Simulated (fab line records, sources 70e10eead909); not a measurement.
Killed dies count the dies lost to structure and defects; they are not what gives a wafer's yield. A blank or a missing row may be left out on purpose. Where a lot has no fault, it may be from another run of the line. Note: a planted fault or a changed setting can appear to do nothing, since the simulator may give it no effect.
fab line records -- flow nand_harc
record lots=12, wafers=36, last_day=33
route steps=1302 shown A_CONTACT@1067 END@1302
lots untouched by any fault: they come from a run of this same line in which no faults occurred
start_h: start of the lot's first displayed wafer, in hours after the record's first day -- wait_h: hours since the lot's step before -- " the same as in the row above -- L1.1+2: one row covering several wafers at once -- - no value, or no start given -- * or withheld: withheld -- < > ~ a bound
route shown NAME@n: NAME is a module with steps in the file, n the number in the route of the first one -- usual: average and standard deviation across the fault-free wafers -- same: alike in all rows -- chamber/n: place in a boat -- sites: per-site readings -- _std_site: the values' standard deviation -- _edge_site: the outer-site mean with the inner-site mean subtracted -- radius_mm: for every site, how far away it sits from the centre of the wafer -- mask NAME#n: copy n -- behind: tool/chamber where the wafer was last shaped -- hold: why the lot went on hold/how many hours it stayed there/how the hold came to an end -- device: names the non-switching transistor (n, p or np) -- end of line: the tests these same wafers got at the end of their route -- a step given without rows: its recipe and nothing more -- killed: dies lost to structure and defects at the first sort, not the wafer's yield -- map: dies across one wafer; x = killed, . = not, _ = none there
set.NAME: setting as actually run; set.NAME@STEP: the setting as run at that earlier step -- model.NAME: the simulator's own value behind a step, which no gauge read
steps of the route over a sample of lots; a table a step, a row a wafer
services: the hour from which a tool's chamber was out of use, counted from the record's first day as start_h (under 0 if before that day), plus the number of hours and why
## steps
# step NHARC_A_CONTACT_DEP_85
# recipe target_thk_a=600, target_thk_nm=60, temp_c=400, pressure_torr=3.5, flow_sccm=200, rf_w=350, material=SiON
# usual heater_power_outer_w=436/53, heater_power_w=712/74
lot.wafer,tool,chamber,start_h,wait_h,heater_power_outer_w,heater_power_w
L343.3,pecvd-01,2,511.68,0.9,425,721
L343.1,pecvd-01,0,511.68,0.9,400,751
L343.6,pecvd-01,2,511.68,0.9,416,717
L345.3,pecvd-03,0,526.57,0.9,443,711
L345.2,pecvd-03,1,526.57,0.9,456,775
L345.4,pecvd-03,1,526.57,0.9,462,769
L347.3,pecvd-02,1,551.53,0.9,487,765
L347.2,pecvd-02,0,551.53,0.9,513,830
L347.6,pecvd-02,2,551.53,0.9,412,635
L348.2,pecvd-02,2,574.31,1.2,423,659
L348.1,pecvd-02,0,574.31,1.2,488,778
L348.6,pecvd-02,1,574.31,1.2,508,769
L349.1,pecvd-03,0,581.04,1.5,445,719
L349.4,pecvd-03,1,581.04,1.5,482,796
L349.5,pecvd-03,2,581.04,1.5,398,666
L350.1,pecvd-02,2,582.13,1.5,355,545
L350.6,pecvd-02,1,582.13,1.5,511,847
L350.4,pecvd-02,2,582.13,1.5,359,564
L356.3,pecvd-03,0,649.22,0.9,431,716
L356.2,pecvd-03,2,649.22,0.9,401,670
L356.4,pecvd-03,1,649.22,0.9,484,819
L358.4,pecvd-02,2,668.63,0.7,387,603
L358.6,pecvd-02,0,668.63,0.7,544,821
L358.5,pecvd-02,1,668.63,0.7,534,832
L360.3,pecvd-02,2,676.49,0.9,349,548
L360.2,pecvd-02,0,676.49,0.9,446,711
L360.5,pecvd-02,0,676.49,0.9,446,724
L362.2,pecvd-03,1,702.60,1.2,469,789
L362.3,pecvd-03,2,702.60,1.2,446,725
L362.1,pecvd-03,0,702.60,1.2,408,667
L366.3,pecvd-01,1,748.44,0.9,384,654
L366.6,pecvd-01,0,748.44,0.9,418,750
L366.5,pecvd-01,1,748.44,0.9,360,655
L365.2,pecvd-01,1,749.19,1.2,354,623
L365.3,pecvd-01,2,749.19,1.2,416,708
L365.6,pecvd-01,1,749.19,1.2,359,630
# step NHARC_A_CONTACT_ETCH_135
# recipe source_w=withheld, pressure_mtorr=20, bias_v=1200, time_s=311, target_depth_a=19120, ar_flow_sccm=withheld, c4f8_flow_sccm=withheld, o2_flow_sccm=withheld, chemistry=C4F8/O2/Ar
lot.wafer,tool,chamber,start_h,wait_h,rf_hours_counter_h
L343.1,har_cap_etch-03,1,513.83,0.2,39
L343.3,har_cap_etch-03,1,513.83,0.2,-
L343.6,har_cap_etch-03,0,513.83,0.2,-
L345.2,har_cap_etch-02,0,529.14,0.2,89
L345.3,har_cap_etch-02,0,529.14,0.2,-
L345.4,har_cap_etch-02,1,529.14,0.2,-
L347.2,har_cap_etch-01,0,553.76,0.2,6
L347.3,har_cap_etch-01,1,553.76,0.2,-
L347.6,har_cap_etch-01,1,553.76,0.2,-
L348.2,har_cap_etch-02,0,576.55,0.2,98
L348.1,har_cap_etch-02,1,576.55,0.2,98
L348.6,har_cap_etch-02,1,576.55,0.2,-
L349.1,har_cap_etch-02,1,583.19,0.2,100
L349.4,har_cap_etch-02,0,583.19,0.2,-
L349.5,har_cap_etch-02,0,583.19,0.2,-
L350.1,har_cap_etch-03,0,584.53,0.2,54
L350.4,har_cap_etch-03,1,584.53,0.2,-
L350.6,har_cap_etch-03,1,584.53,0.2,-
L356.2,har_cap_etch-01,0,651.65,0.2,23
L356.4,har_cap_etch-01,0,651.65,0.2,-
L356.3,har_cap_etch-01,1,651.65,0.2,-
L358.4,har_cap_etch-02,1,670.75,0.2,-
L358.6,har_cap_etch-02,1,670.75,0.2,-
L358.5,har_cap_etch-02,0,670.75,0.2,-
L360.2,har_cap_etch-02,0,678.73,0.2,118
L360.3,har_cap_etch-02,1,678.73,0.2,-
L360.5,har_cap_etch-02,1,678.73,0.2,-
L362.2,har_cap_etch-02,0,704.90,0.2,121
L362.1,har_cap_etch-02,1,704.90,0.2,121
L362.3,har_cap_etch-02,0,704.90,0.2,-
L366.3,har_cap_etch-01,0,750.73,0.2,-
L366.6,har_cap_etch-01,0,750.73,0.2,-
L366.5,har_cap_etch-01,1,750.73,0.2,-
L365.2,har_cap_etch-02,0,751.42,0.2,130
L365.3,har_cap_etch-02,0,751.42,0.2,-
L365.6,har_cap_etch-02,1,751.42,0.2,-
# step NHARC_A_CONTACT_ETCH_137
# recipe source_w=withheld, pressure_mtorr=20, bias_v=1200, time_s=311, target_depth_a=19120, ar_flow_sccm=withheld, c4f8_flow_sccm=withheld, o2_flow_sccm=withheld, chemistry=C4F8/O2/Ar
lot.wafer,tool,chamber,start_h,wait_h,rf_hours_counter_h
L343.1,har_cap_etch-03,1,514.38,0.2,40
L343.3,har_cap_etch-03,1,514.38,0.2,-
L343.6,har_cap_etch-03,0,514.38,0.2,-
L345.2,har_cap_etch-02,0,529.87,0.3,89
L345.3,har_cap_etch-02,0,529.87,0.3,-
L345.4,har_cap_etch-02,1,529.87,0.3,-
L347.2,har_cap_etch-01,0,554.30,0.2,7
L347.3,har_cap_etch-01,1,554.30,0.2,-
L347.6,har_cap_etch-01,1,554.30,0.2,-
L348.2,har_cap_etch-02,0,577.09,0.2,99
L348.1,har_cap_etch-02,1,577.09,0.2,99
L348.6,har_cap_etch-02,1,577.09,0.2,-
L349.1,har_cap_etch-02,1,583.73,0.2,100
L349.4,har_cap_etch-02,0,583.73,0.2,-
L349.5,har_cap_etch-02,0,583.73,0.2,-
L350.1,har_cap_etch-03,0,585.07,0.2,54
L350.4,har_cap_etch-03,1,585.07,0.2,-
L350.6,har_cap_etch-03,1,585.07,0.2,-
L356.2,har_cap_etch-01,0,652.20,0.2,23
L356.4,har_cap_etch-01,0,652.20,0.2,-
L356.3,har_cap_etch-01,1,652.20,0.2,-
L358.4,har_cap_etch-02,1,671.29,0.2,-
L358.6,har_cap_etch-02,1,671.29,0.2,-
L358.5,har_cap_etch-02,0,671.29,0.2,-
L360.2,har_cap_etch-02,0,679.28,0.2,118
L360.3,har_cap_etch-02,1,679.28,0.2,-
L360.5,har_cap_etch-02,1,679.28,0.2,-
L362.2,har_cap_etch-02,0,705.62,0.3,121
L362.1,har_cap_etch-02,1,705.62,0.3,121
L362.3,har_cap_etch-02,0,705.62,0.3,-
L366.3,har_cap_etch-01,0,751.28,0.2,-
L366.6,har_cap_etch-01,0,751.28,0.2,-
L366.5,har_cap_etch-01,1,751.28,0.2,-
L365.2,har_cap_etch-02,0,751.95,0.2,131
L365.3,har_cap_etch-02,0,751.95,0.2,-
L365.6,har_cap_etch-02,1,751.95,0.2,-
# step NHARC_A_CONTACT_CVD_19
# recipe target_thk_a=3000, temp_c=300, pressure_torr=40, wf6_flow_sccm=40, h2_flow_sccm=1600, ar_flow_sccm=1560, time_s=802, material=W
# usual heater_power_outer_w=272/20, heater_power_w=498/39, mfc_wf6_sccm=39.99/0.13, throttle_valve_pct=8.0/0.36
lot.wafer,tool,chamber,start_h,wait_h,heater_power_outer_w,heater_power_w,mfc_wf6_sccm,throttle_valve_pct
L343.1,cvd_w-02,0,516.94,-,273,517,39.98,8.2
L343.3,cvd_w-02,0,516.94,-,271,505,40.09,8.4
L343.6,cvd_w-02,0,516.94,-,273,508,39.78,8.2
L345.2,cvd_w-02,1,532.37,-,244,455,39.98,8.5
L345.4,cvd_w-02,1,532.37,-,233,454,40.21,8.3
L345.3,cvd_w-02,0,532.37,-,276,521,39.96,8.3
L347.2,cvd_w-02,0,557.00,-,269,500,40.21,8.2
L347.3,cvd_w-02,0,557.00,-,280,524,40.15,8.4
L347.6,cvd_w-02,0,557.00,-,276,501,40.23,8.4
L348.2,cvd_w-01,0,579.65,-,298,569,39.99,7.5
L348.1,cvd_w-01,1,579.65,-,277,468,39.99,7.4
L348.6,cvd_w-01,0,579.65,-,308,562,39.99,7.5
L348.2,cvd_w-01,0,580.65,0.9,297,560,40.17,7.6
L348.1,cvd_w-01,1,580.65,0.9,269,466,40.04,7.3
L348.6,cvd_w-01,0,580.65,0.9,300,558,39.93,7.8
L349.1,cvd_w-02,0,586.34,-,277,514,40.11,8.3
L349.4,cvd_w-02,1,586.34,-,240,444,39.92,8.5
L349.5,cvd_w-02,1,586.34,-,240,456,39.91,8.5
L349.1,cvd_w-02,0,587.31,0.9,281,521,39.96,8.4
L349.4,cvd_w-02,1,587.31,0.9,245,441,39.94,8.4
L349.5,cvd_w-02,1,587.31,0.9,241,458,39.88,8.3
L350.1,cvd_w-01,0,587.49,-,301,551,39.90,7.8
L350.4,cvd_w-01,1,587.49,-,281,467,40.11,7.4
L350.6,cvd_w-01,0,587.49,-,308,568,39.78,7.8
L356.2,cvd_w-01,0,655.72,-,313,559,39.96,8.0
L356.3,cvd_w-01,1,655.72,-,272,478,39.92,7.4
L356.4,cvd_w-01,0,655.72,-,301,571,40.03,7.9
L356.2,cvd_w-01,0,656.72,0.9,304,561,40.04,7.8
L356.3,cvd_w-01,1,656.72,0.9,276,466,40.02,7.8
L356.4,cvd_w-01,0,656.72,0.9,306,577,39.90,7.7
L358.4,cvd_w-02,1,674.05,-,248,454,39.91,8.2
L358.5,cvd_w-02,0,674.05,-,267,500,39.78,8.5
L358.6,cvd_w-02,1,674.05,-,251,475,40.03,8.0
L360.2,cvd_w-02,0,681.85,-,273,506,39.97,8.3
L360.3,cvd_w-02,0,681.85,-,269,504,40.01,8.3
L360.5,cvd_w-02,1,681.85,-,248,464,39.94,8.1
L362.2,cvd_w-02,0,708.44,-,265,498,39.92,8.6
L362.1,cvd_w-02,1,708.44,-,243,461,40.02,8.1
L362.3,cvd_w-02,1,708.44,-,249,465,39.95,7.9
L366.3,cvd_w-02,1,753.97,-,244,450,40.01,8.1
L366.5,cvd_w-02,1,753.97,-,256,449,39.96,8.1
L366.6,cvd_w-02,0,753.97,-,273,514,40.09,8.5
L365.2,cvd_w-02,1,754.59,-,245,459,40.08,8.2
L365.3,cvd_w-02,1,754.59,-,248,459,39.95,8.4
L365.6,cvd_w-02,1,754.59,-,242,456,39.84,7.9
# step NHARC_A_CONTACT_CMP_20
# recipe t_overpolish_s=30, target_thk_nm=300
# usual motor_current_A=12.4/0.75, overpolish_run_s=29.999/0.0088, slurry_flow_ml_min=150.0/0.43, time_to_endpoint_s=59.3/2.4
lot.wafer,tool,chamber,start_h,wait_h,motor_current_A,overpolish_run_s,slurry_flow_ml_min,time_to_endpoint_s
L343.1,cmp-01,3,518.65,1.5,12.6,30.005,149.3,59.8
L343.3,cmp-01,0,518.65,1.5,11.5,29.993,149.8,59.9
L343.6,cmp-01,2,518.65,1.5,12.0,30.002,150.3,58.4
L345.3,cmp-03,3,533.29,0.4,11.1,30.003,150.7,55.3
L345.4,cmp-03,0,533.29,0.4,13.2,30.002,149.5,55.2
L345.2,cmp-03,1,533.29,0.4,13.7,29.993,150.5,59.0
L347.3,cmp-03,1,558.41,0.9,13.2,29.996,149.3,61.7
L347.2,cmp-03,0,558.41,0.9,13.3,29.994,150.1,58.0
L347.6,cmp-03,2,558.41,0.9,12.5,29.993,149.9,58.8
L348.1,cmp-03,1,581.70,0.8,14.6,29.998,150.1,116.9
L348.2,cmp-03,2,581.70,0.8,12.8,29.995,149.6,116.9
L348.6,cmp-03,0,581.70,0.8,13.4,29.996,148.5,113.6
L349.4,cmp-03,2,588.20,0.6,12.4,30.000,149.9,124.1
L349.1,cmp-03,3,588.20,0.6,11.5,29.979,150.2,123.4
L349.5,cmp-03,2,588.20,0.6,12.9,30.001,149.8,122.1
L350.1,cmp-03,2,588.38,0.8,12.6,30.018,149.8,58.5
L350.4,cmp-03,0,588.38,0.8,13.2,30.002,150.3,58.5
L350.6,cmp-03,3,588.38,0.8,11.5,30.001,150.5,60.4
L356.3,cmp-03,2,657.60,0.6,12.5,29.996,150.4,117.9
L356.4,cmp-03,3,657.60,0.6,11.8,29.999,150.1,118.5
L356.2,cmp-03,1,657.60,0.6,13.3,29.979,150.2,121.1
L358.4,cmp-04,1,674.64,0.5,12.5,29.991,149.9,61.8
L358.6,cmp-04,2,674.64,0.5,12.0,29.994,149.4,59.6
L358.5,cmp-04,3,674.64,0.5,12.4,30.008,150.0,61.0
L360.3,cmp-01,2,682.72,0.5,11.8,30.000,150.5,56.7
L360.2,cmp-01,0,682.72,0.5,12.2,29.998,150.2,58.6
L360.5,cmp-01,2,682.72,0.5,12.1,29.994,150.3,59.4
L362.2,cmp-03,1,709.35,0.8,13.6,29.994,149.8,54.6
L362.3,cmp-03,2,709.35,0.8,12.2,29.983,149.2,59.3
L362.1,cmp-03,3,709.35,0.8,11.2,30.001,150.3,58.2
L366.3,cmp-03,3,754.64,0.5,11.3,29.987,150.7,60.8
L366.5,cmp-03,2,754.64,0.5,12.4,29.996,150.0,62.4
L366.6,cmp-03,3,754.64,0.5,10.6,30.013,150.0,60.8
L365.2,cmp-01,2,755.38,0.7,12.1,29.994,149.9,61.9
L365.3,cmp-01,1,755.38,0.7,12.2,29.995,150.0,62.9
L365.6,cmp-01,3,755.38,0.7,11.2,29.999,149.8,64.2
# step NHARC_END_SORT_01
# recipe temp_c=25
# usual killed_at_array=52/20, killed_at_other=1.0/1.3, killed_at_periphery=3.7/2.2, killed_dies=57/20, killed_open=3.2/1.6, killed_short=2.4/1.6
# same gross_dies=677
lot.wafer,tool,chamber,start_h,wait_h,killed_at_array,killed_at_other,killed_at_periphery,killed_dies,killed_open,killed_short
L348.1,prober-02,0,626.58,2.5,69,0,5,74,3,2
L348.2,prober-02,0,627.37,2.8,59,1,3,63,1,2
L348.6,prober-02,0,630.52,3.9,75,0,0,75,3,1
# killed by level:class
L348.1 A_CHANNEL_HOLE_D2:chamber_film_flake=27 A_SLIT:chamber_film_flake=26 A_CONTACT:chamber_film_flake=5 A_CHANNEL_HOLE_D1:chamber_film_flake=4 P_M0:geometric_particle:open=2 P_ZERO_WELL:chamber_film_flake=2 A_STAIRCASE:chamber_film_flake=2 A_DECK1_JOINT:geometric_particle:short=1
L348.2 A_SLIT:chamber_film_flake=27 A_CHANNEL_HOLE_D2:chamber_film_flake=18 A_STAIRCASE:chamber_film_flake=5 A_CONTACT:chamber_film_flake=3 P_GATE:chamber_film_flake=2 A_WL_FILL:chamber_film_flake=2 A_CHANNEL_HOLE_D2:geometric_particle:short=1 A_CHANNEL_FILL_D2:geometric_particle:open=1
L348.6 A_CHANNEL_HOLE_D2:chamber_film_flake=30 A_SLIT:chamber_film_flake=30 A_CHANNEL_HOLE_D1:chamber_film_flake=5 A_WL_FILL:chamber_film_flake=2 A_ONON_D1:geometric_particle:open=1 A_CHANNEL_HOLE_D2:geometric_particle:open=1 A_CHANNEL_FILL_D2:geometric_particle:short=1 A_SGD_CUT:geometric_particle:open=1
## services
tool,chamber,start_h,hours,kind
cmp-01,-,487.98,4.0,pm
har_cap_etch-01,-,489.22,1.1,repair
pecvd-01,-,492.37,13.0,pm
har_cap_etch-01,-,497.00,17.0,pm
cvd_w-02,1,500.31,21.6,repair
cmp-03,-,521.72,1.3,repair
cvd_w-01,0,540.33,2.0,repair
cvd_w-01,-,547.00,13.0,pm
pecvd-03,-,547.28,13.0,pm
cvd_w-02,1,548.82,13.1,repair
cmp-03,-,554.10,4.0,pm
cvd_w-02,1,570.91,12.2,repair
cvd_w-02,0,575.40,6.0,repair
pecvd-02,-,589.00,13.0,pm
cvd_w-02,-,631.53,13.0,pm
pecvd-03,-,632.15,0.6,repair
cmp-03,-,652.10,4.0,pm
cvd_w-02,-,675.12,0.2,repair
cmp-03,-,705.61,1.5,repair
cvd_w-01,-,728.00,13.0,pm
pecvd-03,-,728.28,13.0,pm
cvd_w-02,0,728.41,3.4,repair
cmp-03,-,750.10,4.0,pm
har_cap_etch-02,-,754.00,17.0,pm
## key
first_sign step=NHARC_A_CONTACT_CVD_19, reading=visit, direction=added
effect step=NHARC_A_CONTACT_CMP_20, reading=time_to_endpoint_s, direction=up, sigmas=25, usual=*, struck=*
met_at NHARC_A_CONTACT_CVD_19
struck_lots L348,L349,L356
tester_left_out L348,L349,L356
not_acting_at NHARC_A_CONTACT_DEP_85,NHARC_A_CONTACT_ETCH_135,NHARC_A_CONTACT_ETCH_137
fault kind=repeated_step_whole, tool=cvd_w-01,cvd_w-02, chamber=-, onset_h=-, steps=NHARC_A_CONTACT_CVD_19, times=1, scope=struck_lots_only
# tester_left_out: of these lots the tester's yield and bins aren't shown, on N5 and GAA mostly nor the transistor test; their killed dies are dies lost to structure and defects alone, not to doping, threshold or leakage, so they don't give the yield
